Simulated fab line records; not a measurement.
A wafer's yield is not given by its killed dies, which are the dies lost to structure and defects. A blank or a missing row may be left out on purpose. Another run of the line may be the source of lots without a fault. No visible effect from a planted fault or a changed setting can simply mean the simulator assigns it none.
Problem report, 8D (eight disciplines) form, completed by code + flow n5_finfet + the parts of the form that need people (team, actions taken, sign-off) are left out

1. WHAT IS WRONG
bias_w at N5_HKMG_FIN_ETCH_55 reads a mean of 105.3 W on 3 wafers of 3 lots; wafers without a fault read 149.9 W with a standard deviation of 0.47. That is -95 standard deviations from the usual mean.
The step: etches SOC in N2/H2, target depth 240 nm, time 300 s.
The first sign was on wafer L944.2 at day 5 19:34, on rie_diel-01. At this step, 27 wafers from 9 lots have a number in the record. The rule behind "out" and "out of limits": a value lying over 4 standard deviations away from the usual mean. Any other wafer with a number is counted as sound.

2. WHAT IT IS AND WHAT IT IS NOT
| question                    | is                     | is not                                                                                       |
|-----------------------------|------------------------|----------------------------------------------------------------------------------------------|
| which readings at this step | bias_w, rf_vpp_V       | drypump_motor_current_A, oes_product_au, showerhead_plenum_p_Torr, throttle_valve_pct        |
| which lots                  | L944, L947, L948       | L938, L940, L941, L953, L960, L961                                                           |
| which wafers of those lots  | L944.2, L947.2, L948.4 | L944.3, L944.5, L947.3, L947.4, L948.2, L948.5                                               |
| read on which tools         | rie_diel-01            | rie_diel-05                                                                                  |
| when                        | from day 5 19:34       | up to then (11 sound wafers); but 13 sound wafers of L947, L948, L953, L960, L961 came after |

3. SUSPECTS, AND WHAT RULES EACH OUT
Counting: a tool at a process step up to the reading stays a suspect if it ran every lot that is out. Sound lots after the first of them don't rule it out here, since some wafers of a struck lot are sound.
- rie_diel-01 at N5_HKMG_FIN_ETCH_55 (etches SOC in N2/H2, target depth 240 nm, time 300 s): kept. Every lot that is out went through it, the first being L944 (day 5 19:34); the last sound lot it ran before that was L941 (day 4 20:36). Its own readings are out on those wafers: bias_w, rf_vpp_V.
- At N5_HKMG_FIN_ETCH_55, inside rie_diel-01: chamber 3 took the wafers that are out, while their sound lot-mates went through chambers 0, 2.
Remaining after the count: rie_diel-01 at N5_HKMG_FIN_ETCH_55.

4. THE CAUSE (what the simulator had put in)
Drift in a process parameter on rie_diel-01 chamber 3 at N5_HKMG_FIN_ETCH_55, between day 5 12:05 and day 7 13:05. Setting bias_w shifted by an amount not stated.
Only this tool survived the counting.

5. THE CHAIN OF EFFECTS, in route order
Each row: a reading where the mean over the struck wafers with a number is more than 3 standard deviations away from the usual. Readings are gone through only where the record gives a usual standard deviation; hours: the median, over the lots, of the time from a lot's start at the first step in this table giving one to that lot's start at this step; sigmas: the change measured in usual standard deviations.
| hours | step                | reading  | usual   | on struck wafers | change | sigmas |
|-------|---------------------|----------|---------|------------------|--------|--------|
| 0     | N5_HKMG_FIN_ETCH_55 | bias_w   | 149.9 W | 105.3            | -44.6  | -95    |
| 0     | N5_HKMG_FIN_ETCH_55 | rf_vpp_V | 523.6 V | 418.8            | -104.8 | -52    |
The process steps in it:
- N5_HKMG_FIN_ETCH_55: etches SOC in N2/H2, target depth 240 nm, time 300 s.
At these later measuring or inspecting steps, every struck wafer for which the step has a row has a number for every such reading, and none has moved that far: N5_BEOL_M4_RC_MEAS_101.

6. HOW IT WOULD HAVE BEEN CAUGHT EARLIER
The fault began at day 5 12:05; the first out-of-limits reading in this record came at day 5 19:34, 7 hours later.
